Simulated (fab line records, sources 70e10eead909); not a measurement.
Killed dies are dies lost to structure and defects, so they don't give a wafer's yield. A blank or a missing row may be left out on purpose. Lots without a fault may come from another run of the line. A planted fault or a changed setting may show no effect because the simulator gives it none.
One fault seen from 3 desks | flow nand_harc | each desk has only its own numbers; what lay behind them comes last

THE METROLOGY DESK
What the gauges read, lot by lot, whatever tool the lot ran on: means of the sampled wafers that have a number. A lot is out of limits, marked OUT, if its mean lies more than 4 standard deviations from the usual mean; the brackets give that distance.
Columns: A = thk_nm at NHARC_P_M2_THK_MEAS_24, usual 144.1 nm; B = thk_nm at NHARC_P_BONDPAD_THK_MEAS_33, usual 200.0 nm
lot  | first seen here | A     | B
L248 | day 6 03:37     | 144.4 | 199.2
L250 | day 7 01:30     | 144.7 | 200.7
L253 | day 7 15:08     | 143.6 | 199.9
L251 | day 7 16:46     | 143.4 | 198.9
L252 | day 7 17:37     | 143.6 | 199.7
L255 | day 8 05:22     | 145.5 | 198.4
L254 | day 8 06:49     | 144.1 | 200.3
L257 | day 8 16:50     | 145.4 | 201.2
L258 | day 10 15:42    | 143.3 | 203.2
L261 | day 10 19:30    | 142.7 | 202.1
L262 | day 10 20:28    | 144.2 | 198.7
L265 | day 10 20:47    | 143.5 | 201.1
L263 | day 11 03:20    | 147.2 | 199.0
L266 | day 11 04:10    | 146.1 | 200.4
This desk's finding: nothing out of limits on any of the 14 lots.

THE TOOL OWNER'S DESK: cmp-03
The tool's own readings at NHARC_P_M2_CMP_23 (polishes, t overpolish 20 s, target thk 144.3 nm): means of the sampled wafers that have a number, for each lot that ran on this tool. A lot is out of limits, marked OUT, if its mean lies more than 4 standard deviations from the usual mean; the brackets give that distance.
Columns: A = motor_current_A at NHARC_P_M2_CMP_23, usual 11.7 A; B = pad_life_wafers at NHARC_P_M2_CMP_23, usual 268; C = retaining_ring_pressure_frac at NHARC_P_M2_CMP_23, usual 0.999; D = time_to_endpoint_s at NHARC_P_M2_CMP_23, usual 28.4 s
lot  | first seen here | A    | B   | C     | D
L250 | day 7 01:11     | 11.0 | 452 | 1.000 | 28.1
L251 | day 7 16:27     | 10.3 | 548 | 0.999 | 25.6
L252 | day 7 17:23     | 11.3 | 555 | 0.999 | 24.3
L254 | day 8 06:31     | 11.3 | 38  | 0.999 | 27.6
L258 | day 10 15:23    | 11.0 | 265 | 0.996 | 29.4
L262 | day 10 20:13    | 10.6 | 296 | 0.996 | 27.4
L263 | day 11 03:02    | 10.8 | 380 | 0.999 | 33.2
L266 | day 11 03:52    | 10.2 | 386 | 0.994 | 31.6
This desk's finding: nothing out of limits on any of the 8 lots.

THE DEFECT DESK
What the inspections along the route counted, lot by lot: means of the sampled wafers that have a number. A lot is out of limits, marked OUT, if its mean lies more than 4 standard deviations from the usual mean; the brackets give that distance.
Columns: A = raw_defect_count at NHARC_P_M2_INSPECT_27, usual 344
lot  | first seen here | A
L248 | day 6 03:47     | 267
L250 | day 7 01:40     | 448
L253 | day 7 15:17     | 233
L251 | day 7 16:55     | 389
L252 | day 7 17:47     | 291
L255 | day 8 05:32     | 340
L254 | day 8 06:59     | 155
L257 | day 8 16:59     | 210
L258 | day 10 15:52    | 519
L261 | day 10 19:40    | 640
L262 | day 10 20:38    | 156
L265 | day 10 21:00    | 425
L263 | day 11 03:29    | 1748 (+9.4) OUT
L266 | day 11 04:19    | 1782 (+9.6) OUT
This desk's finding: out of limits on L263, L266; first on L263, day 11 03:29 (raw_defect_count at NHARC_P_M2_INSPECT_27). In limits: L248, L250, L253, L251, L252, L255, L254, L257, L258, L261, L262, L265.

PUT TOGETHER
The defect desk could have raised an alarm at day 11 03:29, on L263, L266.
The metrology desk saw nothing out of limits.
The tool owner's desk saw nothing out of limits.
The metrology desk has L263, L266 on record, within its limits.
The tool owner's desk has L263, L266 on record, within its limits.
Of the lots named, all ran NHARC_P_M2_CMP_23 on cmp-03.

WHAT THE SIMULATOR HAD PUT IN
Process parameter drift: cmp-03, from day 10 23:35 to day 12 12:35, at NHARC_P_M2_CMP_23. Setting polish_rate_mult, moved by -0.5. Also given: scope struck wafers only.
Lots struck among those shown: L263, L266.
Hours from the fault's start to each desk's first reading out of limits: the defect desk, 4.
